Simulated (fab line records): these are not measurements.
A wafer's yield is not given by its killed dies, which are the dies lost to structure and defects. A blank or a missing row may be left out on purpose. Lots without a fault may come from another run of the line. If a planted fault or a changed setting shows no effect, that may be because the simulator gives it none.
Which of the tools did it? || flow n5 finfet || 72 wafers from 24 lots sampled at 5 of the route's 1938 steps

== WHAT EACH GAUGE READ, for each wafer ==
N5_BEOL_M13_OCD_MEAS_35.
{"lot": "L074", "measured": "day 11 01:16", "on": "ocd-01", "trench depth nm (nm)": "415 410 417"}
{"lot": "L075", "measured": "day 11 01:35", "on": "ocd-02", "trench depth nm (nm)": "419 420 406"}
{"lot": "L076", "measured": "day 11 06:41", "on": "ocd-01", "trench depth nm (nm)": "404 409 405"}
{"lot": "L077", "measured": "day 11 07:04", "on": "ocd-02", "trench depth nm (nm)": "426 410 415"}
{"lot": "L079", "measured": "day 11 20:05", "on": "ocd-02", "trench depth nm (nm)": "421 418 420"}
{"lot": "L078", "measured": "day 11 20:47", "on": "ocd-01", "trench depth nm (nm)": "416 413 409"}
{"lot": "L080", "measured": "day 12 04:59", "on": "ocd-02", "trench depth nm (nm)": "410 420 419"}
{"lot": "L081", "measured": "day 12 08:51", "on": "ocd-01", "trench depth nm (nm)": "425 418 412"}
{"lot": "L082", "measured": "day 12 12:10", "on": "ocd-01", "trench depth nm (nm)": "410 411 417"}
{"lot": "L083", "measured": "day 13 00:53", "on": "ocd-02", "trench depth nm (nm)": "420 421 425"}
{"lot": "L085", "measured": "day 13 04:10", "on": "ocd-02", "trench depth nm (nm)": "406 414 417"}
{"lot": "L084", "measured": "day 13 04:47", "on": "ocd-01", "trench depth nm (nm)": "415 416 417"}
{"lot": "L086", "measured": "day 14 05:38", "on": "ocd-01", "trench depth nm (nm)": "403 416 404"}
{"lot": "L087", "measured": "day 14 09:27", "on": "ocd-02", "trench depth nm (nm)": "401 412 425"}
{"lot": "L089", "measured": "day 14 15:42", "on": "ocd-02", "trench depth nm (nm)": "421 408 421"}
{"lot": "L088", "measured": "day 14 21:50", "on": "ocd-01", "trench depth nm (nm)": "404 419 419"}
{"lot": "L091", "measured": "day 15 04:13", "on": "ocd-01", "trench depth nm (nm)": "427 404 410"}
{"lot": "L090", "measured": "day 15 16:53", "on": "ocd-01", "trench depth nm (nm)": "402 413 416"}
{"lot": "L092", "measured": "day 16 10:23", "on": "ocd-02", "trench depth nm (nm)": "417 416 412"}
{"lot": "L093", "measured": "day 17 07:52", "on": "ocd-02", "trench depth nm (nm)": "420 417 404"}
{"lot": "L094", "measured": "day 17 15:26", "on": "ocd-01", "trench depth nm (nm)": "404 416 426"}
{"lot": "L096", "measured": "day 17 17:13", "on": "ocd-01", "trench depth nm (nm)": "416 417 407"}
{"lot": "L097", "measured": "day 18 22:34", "on": "ocd-02", "trench depth nm (nm)": "412 403 414"}
{"lot": "L095", "measured": "day 19 02:58", "on": "ocd-02", "trench depth nm (nm)": "417 412 397"}

N5_BEOL_M14_INSPECT_12: inspects for defects (macro).
{"lot": "L074", "measured": "day 11 04:35", "on": "defect inspect-02", "raw defect count": "3 2 3"}
{"lot": "L075", "measured": "day 11 04:47", "on": "defect inspect-02", "raw defect count": "1 0 1"}
{"lot": "L076", "measured": "day 11 11:15", "on": "defect inspect-02", "raw defect count": "1 2 0"}
{"lot": "L077", "measured": "day 11 12:29", "on": "defect inspect-02", "raw defect count": "1 4 1"}
{"lot": "L079", "measured": "day 11 22:53", "on": "defect inspect-01", "raw defect count": "2 3 4"}
{"lot": "L078", "measured": "day 11 23:31", "on": "defect inspect-01", "raw defect count": "1 3 2"}
{"lot": "L080", "measured": "day 12 07:39", "on": "defect inspect-02", "raw defect count": "2 5 2"}
{"lot": "L081", "measured": "day 12 12:00", "on": "defect inspect-01", "raw defect count": "3 3 1"}
{"lot": "L082", "measured": "day 12 17:38", "on": "defect inspect-02", "raw defect count": "3 0 2"}
{"lot": "L083", "measured": "day 13 05:07", "on": "defect inspect-02", "raw defect count": "3 1 2"}
{"lot": "L085", "measured": "day 13 08:14", "on": "defect inspect-01", "raw defect count": "0 0 8"}
{"lot": "L084", "measured": "day 13 08:49", "on": "defect inspect-01", "raw defect count": "1 2 3"}
{"lot": "L086", "measured": "day 14 09:11", "on": "defect inspect-01", "raw defect count": "1 2 3"}
{"lot": "L087", "measured": "day 14 14:20", "on": "defect inspect-01", "raw defect count": "1 0 1"}
{"lot": "L089", "measured": "day 14 20:32", "on": "defect inspect-01", "raw defect count": "5 2 1"}
{"lot": "L088", "measured": "day 15 01:54", "on": "defect inspect-02", "raw defect count": "3 2 1"}
{"lot": "L091", "measured": "day 15 06:42", "on": "defect inspect-01", "raw defect count": "0 1 3"}
{"lot": "L090", "measured": "day 16 02:20", "on": "defect inspect-01", "raw defect count": "1 2 1"}
{"lot": "L092", "measured": "day 16 15:25", "on": "defect inspect-02", "raw defect count": "1 1 1"}
{"lot": "L093", "measured": "day 17 10:47", "on": "defect inspect-01", "raw defect count": "1 3 1"}
{"lot": "L094", "measured": "day 17 18:41", "on": "defect inspect-02", "raw defect count": "0 2 3"}
{"lot": "L096", "measured": "day 18 00:52", "on": "defect inspect-01", "raw defect count": "2 1 2"}
{"lot": "L097", "measured": "day 19 02:19", "on": "defect inspect-01", "raw defect count": "4 4 1"}
{"lot": "L095", "measured": "day 19 06:28", "on": "defect inspect-01", "raw defect count": "4 2 2"}

N5_BEOL_M14_OCD_MEAS_35.
{"lot": "L074", "measured": "day 11 06:05", "on": "ocd-01", "trench depth nm (nm)": "538 554 574"}
{"lot": "L075", "measured": "day 11 06:30", "on": "ocd-02", "trench depth nm (nm)": "532 537 532"}
{"lot": "L076", "measured": "day 11 12:56", "on": "ocd-02", "trench depth nm (nm)": "582 545 585"}
{"lot": "L077", "measured": "day 11 14:08", "on": "ocd-01", "trench depth nm (nm)": "539 567 549"}
{"lot": "L079", "measured": "day 12 01:08", "on": "ocd-02", "trench depth nm (nm)": "533 549 550"}
{"lot": "L078", "measured": "day 12 01:56", "on": "ocd-01", "trench depth nm (nm)": "541 530 543"}
{"lot": "L080", "measured": "day 12 09:16", "on": "ocd-02", "trench depth nm (nm)": "547 558 563"}
{"lot": "L081", "measured": "day 12 13:37", "on": "ocd-01", "trench depth nm (nm)": "537 553 545"}
{"lot": "L082", "measured": "day 12 19:30", "on": "ocd-02", "trench depth nm (nm)": "525 543 542"}
{"lot": "L083", "measured": "day 13 06:44", "on": "ocd-02", "trench depth nm (nm)": "537 532 558"}
{"lot": "L085", "measured": "day 13 09:52", "on": "ocd-01", "trench depth nm (nm)": "550 569 558"}
{"lot": "L084", "measured": "day 13 10:29", "on": "ocd-02", "trench depth nm (nm)": "549 562 550"}
{"lot": "L086", "measured": "day 14 10:48", "on": "ocd-01", "trench depth nm (nm)": "547 564 560"}
{"lot": "L087", "measured": "day 14 15:58", "on": "ocd-01", "trench depth nm (nm)": "528 560 542"}
{"lot": "L089", "measured": "day 14 22:10", "on": "ocd-02", "trench depth nm (nm)": "541 540 568"}
{"lot": "L088", "measured": "day 15 03:35", "on": "ocd-02", "trench depth nm (nm)": "545 530 537"}
{"lot": "L091", "measured": "day 15 08:12", "on": "ocd-02", "trench depth nm (nm)": "574 553 573"}
{"lot": "L090", "measured": "day 16 04:01", "on": "ocd-02", "trench depth nm (nm)": "543 573 576"}
{"lot": "L092", "measured": "day 16 16:55", "on": "ocd-02", "trench depth nm (nm)": "555 551 556"}
{"lot": "L093", "measured": "day 17 12:24", "on": "ocd-01", "trench depth nm (nm)": "560 532 544"}
{"lot": "L094", "measured": "day 17 20:19", "on": "ocd-02", "trench depth nm (nm)": "543 555 542"}
{"lot": "L096", "measured": "day 18 02:40", "on": "ocd-01", "trench depth nm (nm)": "553 555 573"}
{"lot": "L097", "measured": "day 19 04:29", "on": "ocd-01", "trench depth nm (nm)": "546 561 561"}
{"lot": "L095", "measured": "day 19 08:05", "on": "ocd-02", "trench depth nm (nm)": "555 554 541"}

== TOOL THAT RAN EACH LOT (tool first, then ch and the chambers of the sampled wafers, then the start) ==
{"lot": "L074", "N5_BEOL_M13_SPUTTER_44": "pvd sputter-01, day 11 02:53", "N5_BEOL_M14_ETCH_59": "rie diel-05 ch 0,2,3, day 11 04:40"}
{"lot": "L075", "N5_BEOL_M13_SPUTTER_44": "pvd sputter-03, day 11 02:58", "N5_BEOL_M14_ETCH_59": "rie diel-03 ch 2,3, day 11 04:51"}
{"lot": "L076", "N5_BEOL_M13_SPUTTER_44": "pvd sputter-01, day 11 09:25", "N5_BEOL_M14_ETCH_59": "rie diel-03 ch 0,2, day 11 11:22"}
{"lot": "L077", "N5_BEOL_M13_SPUTTER_44": "pvd sputter-02, day 11 10:25", "N5_BEOL_M14_ETCH_59": "rie diel-01 ch 0,1,2, day 11 12:33"}
{"lot": "L079", "N5_BEOL_M13_SPUTTER_44": "pvd sputter-01, day 11 21:04", "N5_BEOL_M14_ETCH_59": "rie diel-05 ch 0,2, day 11 22:57"}
{"lot": "L078", "N5_BEOL_M13_SPUTTER_44": "pvd sputter-01, day 11 21:41", "N5_BEOL_M14_ETCH_59": "rie diel-03 ch 2,3, day 11 23:35"}
{"lot": "L080", "N5_BEOL_M13_SPUTTER_44": "pvd sputter-03, day 12 05:49", "N5_BEOL_M14_ETCH_59": "rie diel-01 ch 0,1,2, day 12 07:43"}
{"lot": "L081", "N5_BEOL_M13_SPUTTER_44": "pvd sputter-03, day 12 10:07", "N5_BEOL_M14_ETCH_59": "rie diel-03 ch 1,2, day 12 12:04"}
{"lot": "L082", "N5_BEOL_M13_SPUTTER_44": "pvd sputter-03, day 12 15:56", "N5_BEOL_M14_ETCH_59": "rie diel-03 ch 1,2, day 12 17:55"}
{"lot": "L083", "N5_BEOL_M13_SPUTTER_44": "pvd sputter-01, day 13 03:25", "N5_BEOL_M14_ETCH_59": "rie diel-03 ch 2,3, day 13 05:11"}
{"lot": "L085", "N5_BEOL_M13_SPUTTER_44": "pvd sputter-01, day 13 06:32", "N5_BEOL_M14_ETCH_59": "rie diel-03 ch 2,3, day 13 08:18"}
{"lot": "L084", "N5_BEOL_M13_SPUTTER_44": "pvd sputter-01, day 13 06:59", "N5_BEOL_M14_ETCH_59": "rie diel-03 ch 0,2,3, day 13 08:56"}
{"lot": "L086", "N5_BEOL_M13_SPUTTER_44": "pvd sputter-03, day 14 07:29", "N5_BEOL_M14_ETCH_59": "rie diel-01 ch 0,1,3, day 14 09:15"}
{"lot": "L087", "N5_BEOL_M13_SPUTTER_44": "pvd sputter-01, day 14 12:38", "N5_BEOL_M14_ETCH_59": "rie diel-05 ch 0,1,3, day 14 14:24"}
{"lot": "L089", "N5_BEOL_M13_SPUTTER_44": "pvd sputter-01, day 14 18:50", "N5_BEOL_M14_ETCH_59": "rie diel-03 ch 1,2, day 14 20:36"}
{"lot": "L088", "N5_BEOL_M13_SPUTTER_44": "pvd sputter-01, day 15 00:05", "N5_BEOL_M14_ETCH_59": "rie diel-01 ch 0,1,2, day 15 01:58"}
{"lot": "L091", "N5_BEOL_M13_SPUTTER_44": "pvd sputter-02, day 15 04:53", "N5_BEOL_M14_ETCH_59": "rie diel-05 ch 0,2,3, day 15 06:46"}
{"lot": "L090", "N5_BEOL_M13_SPUTTER_44": "pvd sputter-02, day 16 00:31", "N5_BEOL_M14_ETCH_59": "rie diel-01 ch 1,2,3, day 16 02:25"}
{"lot": "L092", "N5_BEOL_M13_SPUTTER_44": "pvd sputter-01, day 16 13:43", "N5_BEOL_M14_ETCH_59": "rie diel-05 ch 0,1, day 16 15:29"}
{"lot": "L093", "N5_BEOL_M13_SPUTTER_44": "pvd sputter-01, day 17 08:58", "N5_BEOL_M14_ETCH_59": "rie diel-03 ch 1,2, day 17 10:50"}
{"lot": "L094", "N5_BEOL_M13_SPUTTER_44": "pvd sputter-01, day 17 16:59", "N5_BEOL_M14_ETCH_59": "rie diel-01 ch 1,2,3, day 17 18:46"}
{"lot": "L096", "N5_BEOL_M13_SPUTTER_44": "pvd sputter-03, day 17 22:46", "N5_BEOL_M14_ETCH_59": "rie diel-01 ch 1,2,3, day 18 00:56"}
{"lot": "L097", "N5_BEOL_M13_SPUTTER_44": "pvd sputter-01, day 19 00:21", "N5_BEOL_M14_ETCH_59": "rie diel-03 ch 0,2, day 19 02:40"}
{"lot": "L095", "N5_BEOL_M13_SPUTTER_44": "pvd sputter-02, day 19 04:41", "N5_BEOL_M14_ETCH_59": "rie diel-05 ch 0,1, day 19 06:32"}
- N5_BEOL_M13_SPUTTER_44: material Ta, target thk 10 nm, time 16.13 s.
- N5_BEOL_M14_ETCH_59: etches BARC in N2/H2, target depth 89 nm, overetch 26.7 nm, time 67.9 s.

== WHAT THE TOOLS THEMSELVES READ (means of the sampled wafers that have a number; where no wafer has one, the mark that the record gives instead) ==
N5_BEOL_M13_SPUTTER_44.
{"lot": "L074", "tool": "pvd sputter-01", "cathode dc power W (W)": 14999, "susceptor temp C (C)": 50.02, "throttle valve pct (%)": 31.6}
{"lot": "L075", "tool": "pvd sputter-03", "cathode dc power W (W)": 15001, "susceptor temp C (C)": 50.06, "throttle valve pct (%)": 29.0}
{"lot": "L076", "tool": "pvd sputter-01", "cathode dc power W (W)": 15000, "susceptor temp C (C)": 49.99, "throttle valve pct (%)": 31.5}
{"lot": "L077", "tool": "pvd sputter-02", "cathode dc power W (W)": 15001, "susceptor temp C (C)": 50.01, "throttle valve pct (%)": 30.5}
{"lot": "L079", "tool": "pvd sputter-01", "cathode dc power W (W)": 15003, "susceptor temp C (C)": 49.92, "throttle valve pct (%)": 31.4}
{"lot": "L078", "tool": "pvd sputter-01", "cathode dc power W (W)": 15000, "susceptor temp C (C)": 49.98, "throttle valve pct (%)": 31.7}
{"lot": "L080", "tool": "pvd sputter-03", "cathode dc power W (W)": 15003, "susceptor temp C (C)": 49.82, "throttle valve pct (%)": 29.5}
{"lot": "L081", "tool": "pvd sputter-03", "cathode dc power W (W)": 14999, "susceptor temp C (C)": 49.96, "throttle valve pct (%)": 29.0}
{"lot": "L082", "tool": "pvd sputter-03", "cathode dc power W (W)": 15000, "susceptor temp C (C)": 50.10, "throttle valve pct (%)": 29.0}
{"lot": "L083", "tool": "pvd sputter-01", "cathode dc power W (W)": 15000, "susceptor temp C (C)": 50.06, "throttle valve pct (%)": 31.3}
{"lot": "L085", "tool": "pvd sputter-01", "cathode dc power W (W)": 14997, "susceptor temp C (C)": 49.98, "throttle valve pct (%)": 31.8}
{"lot": "L084", "tool": "pvd sputter-01", "cathode dc power W (W)": 15000, "susceptor temp C (C)": 49.98, "throttle valve pct (%)": 31.2}
{"lot": "L086", "tool": "pvd sputter-03", "cathode dc power W (W)": 15002, "susceptor temp C (C)": 49.96, "throttle valve pct (%)": 29.0}
{"lot": "L087", "tool": "pvd sputter-01", "cathode dc power W (W)": 15002, "susceptor temp C (C)": 50.01, "throttle valve pct (%)": 31.2}
{"lot": "L089", "tool": "pvd sputter-01", "cathode dc power W (W)": 14999, "susceptor temp C (C)": 50.04, "throttle valve pct (%)": 31.5}
{"lot": "L088", "tool": "pvd sputter-01", "cathode dc power W (W)": 14997, "susceptor temp C (C)": 50.01, "throttle valve pct (%)": 32.0}
{"lot": "L091", "tool": "pvd sputter-02", "cathode dc power W (W)": 14998, "susceptor temp C (C)": 50.01, "throttle valve pct (%)": 30.8}
{"lot": "L090", "tool": "pvd sputter-02", "cathode dc power W (W)": 15001, "susceptor temp C (C)": 49.97, "throttle valve pct (%)": 30.4}
{"lot": "L092", "tool": "pvd sputter-01", "cathode dc power W (W)": 15001, "susceptor temp C (C)": 50.04, "throttle valve pct (%)": 31.7}
{"lot": "L093", "tool": "pvd sputter-01", "cathode dc power W (W)": 14997, "susceptor temp C (C)": 49.98, "throttle valve pct (%)": 31.0}
{"lot": "L094", "tool": "pvd sputter-01", "cathode dc power W (W)": 15000, "susceptor temp C (C)": 50.01, "throttle valve pct (%)": 31.5}
{"lot": "L096", "tool": "pvd sputter-03", "cathode dc power W (W)": 14999, "susceptor temp C (C)": 50.05, "throttle valve pct (%)": 29.1}
{"lot": "L097", "tool": "pvd sputter-01", "cathode dc power W (W)": 15001, "susceptor temp C (C)": 49.87, "throttle valve pct (%)": 31.7}
{"lot": "L095", "tool": "pvd sputter-02", "cathode dc power W (W)": 14998, "susceptor temp C (C)": 50.10, "throttle valve pct (%)": 30.7}

N5_BEOL_M14_ETCH_59.
{"lot": "L074", "tool": "rie diel-05", "bias w (W)": 149.9, "drypump motor current A (A)": 6.1, "n2 flow sccm (sccm)": 200.2, "oes product au (a.u.)": 0.68, "rf vpp V (V)": 525.8, "showerhead plenum p Torr (Torr)": 2.58, "throttle valve pct (%)": 17.79}
{"lot": "L075", "tool": "rie diel-03", "bias w (W)": 150.1, "drypump motor current A (A)": 5.2, "n2 flow sccm (sccm)": 199.8, "oes product au (a.u.)": 0.68, "rf vpp V (V)": 521.0, "showerhead plenum p Torr (Torr)": 2.43, "throttle valve pct (%)": 17.92}
{"lot": "L076", "tool": "rie diel-03", "bias w (W)": 150.3, "drypump motor current A (A)": 5.9, "n2 flow sccm (sccm)": 199.8, "oes product au (a.u.)": 0.66, "rf vpp V (V)": 523.9, "showerhead plenum p Torr (Torr)": 2.57, "throttle valve pct (%)": 17.96}
{"lot": "L077", "tool": "rie diel-01", "bias w (W)": 149.9, "drypump motor current A (A)": 5.6, "n2 flow sccm (sccm)": 200.5, "oes product au (a.u.)": 0.70, "rf vpp V (V)": 525.9, "showerhead plenum p Torr (Torr)": 2.60, "throttle valve pct (%)": 17.76}
{"lot": "L079", "tool": "rie diel-05", "bias w (W)": 150.0, "drypump motor current A (A)": 6.1, "n2 flow sccm (sccm)": 199.5, "oes product au (a.u.)": 0.67, "rf vpp V (V)": 527.3, "showerhead plenum p Torr (Torr)": 2.65, "throttle valve pct (%)": 17.88}
{"lot": "L078", "tool": "rie diel-03", "bias w (W)": 149.7, "drypump motor current A (A)": 5.2, "n2 flow sccm (sccm)": 200.6, "oes product au (a.u.)": 0.67, "rf vpp V (V)": 520.9, "showerhead plenum p Torr (Torr)": 2.43, "throttle valve pct (%)": 17.93}
{"lot": "L080", "tool": "rie diel-01", "bias w (W)": 149.8, "drypump motor current A (A)": 5.6, "n2 flow sccm (sccm)": 199.7, "oes product au (a.u.)": 0.69, "rf vpp V (V)": 525.6, "showerhead plenum p Torr (Torr)": 2.60, "throttle valve pct (%)": 17.77}
{"lot": "L081", "tool": "rie diel-03", "bias w (W)": 150.0, "drypump motor current A (A)": 5.5, "n2 flow sccm (sccm)": 200.3, "oes product au (a.u.)": 0.78, "rf vpp V (V)": 522.7, "showerhead plenum p Torr (Torr)": 2.48, "throttle valve pct (%)": 17.54}
{"lot": "L082", "tool": "rie diel-03", "bias w (W)": 149.8, "drypump motor current A (A)": 5.8, "n2 flow sccm (sccm)": 200.8, "oes product au (a.u.)": 0.78, "rf vpp V (V)": 522.1, "showerhead plenum p Torr (Torr)": 2.48, "throttle valve pct (%)": 17.46}
{"lot": "L083", "tool": "rie diel-03", "bias w (W)": 149.8, "drypump motor current A (A)": 5.2, "n2 flow sccm (sccm)": 200.5, "oes product au (a.u.)": 0.71, "rf vpp V (V)": 522.2, "showerhead plenum p Torr (Torr)": 2.44, "throttle valve pct (%)": 17.82}
{"lot": "L085", "tool": "rie diel-03", "bias w (W)": 149.9, "drypump motor current A (A)": 5.2, "n2 flow sccm (sccm)": 200.0, "oes product au (a.u.)": 0.71, "rf vpp V (V)": 521.8, "showerhead plenum p Torr (Torr)": 2.44, "throttle valve pct (%)": 17.82}
{"lot": "L084", "tool": "rie diel-03", "bias w (W)": 150.1, "drypump motor current A (A)": 5.5, "n2 flow sccm (sccm)": 200.5, "oes product au (a.u.)": 0.64, "rf vpp V (V)": 522.5, "showerhead plenum p Torr (Torr)": 2.49, "throttle valve pct (%)": 17.98}
{"lot": "L086", "tool": "rie diel-01", "bias w (W)": 149.9, "drypump motor current A (A)": 5.6, "n2 flow sccm (sccm)": 200.0, "oes product au (a.u.)": 0.69, "rf vpp V (V)": 526.9, "showerhead plenum p Torr (Torr)": 2.64, "throttle valve pct (%)": 17.94}
{"lot": "L087", "tool": "rie diel-05", "bias w (W)": 150.5, "drypump motor current A (A)": 5.9, "n2 flow sccm (sccm)": 199.8, "oes product au (a.u.)": 0.79, "rf vpp V (V)": 526.7, "showerhead plenum p Torr (Torr)": 2.62, "throttle valve pct (%)": 17.51}
{"lot": "L089", "tool": "rie diel-03", "bias w (W)": 150.3, "drypump motor current A (A)": 5.5, "n2 flow sccm (sccm)": 199.7, "oes product au (a.u.)": 0.76, "rf vpp V (V)": 521.5, "showerhead plenum p Torr (Torr)": 2.48, "throttle valve pct (%)": 17.58}
{"lot": "L088", "tool": "rie diel-01", "bias w (W)": 150.3, "drypump motor current A (A)": 5.6, "n2 flow sccm (sccm)": 200.0, "oes product au (a.u.)": 0.67, "rf vpp V (V)": 525.5, "showerhead plenum p Torr (Torr)": 2.59, "throttle valve pct (%)": 17.82}
{"lot": "L091", "tool": "rie diel-05", "bias w (W)": 149.7, "drypump motor current A (A)": 6.1, "n2 flow sccm (sccm)": 199.7, "oes product au (a.u.)": 0.72, "rf vpp V (V)": 526.6, "showerhead plenum p Torr (Torr)": 2.67, "throttle valve pct (%)": 17.71}
{"lot": "L090", "tool": "rie diel-01", "bias w (W)": 150.0, "drypump motor current A (A)": 5.8, "n2 flow sccm (sccm)": 199.6, "oes product au (a.u.)": 0.70, "rf vpp V (V)": 525.3, "showerhead plenum p Torr (Torr)": 2.61, "throttle valve pct (%)": 17.92}
{"lot": "L092", "tool": "rie diel-05", "bias w (W)": 149.8, "drypump motor current A (A)": 5.7, "n2 flow sccm (sccm)": 200.1, "oes product au (a.u.)": 0.73, "rf vpp V (V)": 523.7, "showerhead plenum p Torr (Torr)": 2.54, "throttle valve pct (%)": 17.57}
{"lot": "L093", "tool": "rie diel-03", "bias w (W)": 150.0, "drypump motor current A (A)": 5.8, "n2 flow sccm (sccm)": 200.1, "oes product au (a.u.)": 0.73, "rf vpp V (V)": 521.0, "showerhead plenum p Torr (Torr)": 2.47, "throttle valve pct (%)": 17.53}
{"lot": "L094", "tool": "rie diel-01", "bias w (W)": 150.1, "drypump motor current A (A)": 5.8, "n2 flow sccm (sccm)": 199.9, "oes product au (a.u.)": 0.68, "rf vpp V (V)": 526.1, "showerhead plenum p Torr (Torr)": 2.60, "throttle valve pct (%)": 17.94}
{"lot": "L096", "tool": "rie diel-01", "bias w (W)": 150.0, "drypump motor current A (A)": 5.8, "n2 flow sccm (sccm)": 200.2, "oes product au (a.u.)": 0.69, "rf vpp V (V)": 526.4, "showerhead plenum p Torr (Torr)": 2.60, "throttle valve pct (%)": 17.96}
{"lot": "L097", "tool": "rie diel-03", "bias w (W)": 150.4, "drypump motor current A (A)": 5.9, "n2 flow sccm (sccm)": 199.9, "oes product au (a.u.)": 0.74, "rf vpp V (V)": 524.5, "showerhead plenum p Torr (Torr)": 2.54, "throttle valve pct (%)": 17.73}
{"lot": "L095", "tool": "rie diel-05", "bias w (W)": 150.0, "drypump motor current A (A)": 5.7, "n2 flow sccm (sccm)": 200.3, "oes product au (a.u.)": 0.71, "rf vpp V (V)": 524.3, "showerhead plenum p Torr (Torr)": 2.53, "throttle valve pct (%)": 17.59}

== THE ANSWER, worked out from the rows above alone ==
Rule: the usual values come from the lots themselves. Put in order of their means at a reading, lots are off if they are a third of the lots or fewer, leave a main group of 4 or more, and stand apart from it by a gap of 3 or more times the standard deviation of the main group's means; of several such gaps the widest counts. A main group whose means are all the same, to the digits that the tables above print for the reading, isn't used. A lot without any number at a reading at which 4 lots or more have one is off too. The other lots that the step has rows for count as sound. First the gauges in route order, then the tools' own readings, where a lot's mean is used as printed above. At the first step where some lot is off, the reading lying furthest off is the one used; lots without a number count as furthest.
Across all readings shown, no lot is off: no conclusion can be drawn from this.

== WHAT THE SIMULATOR HAD PUT IN ==
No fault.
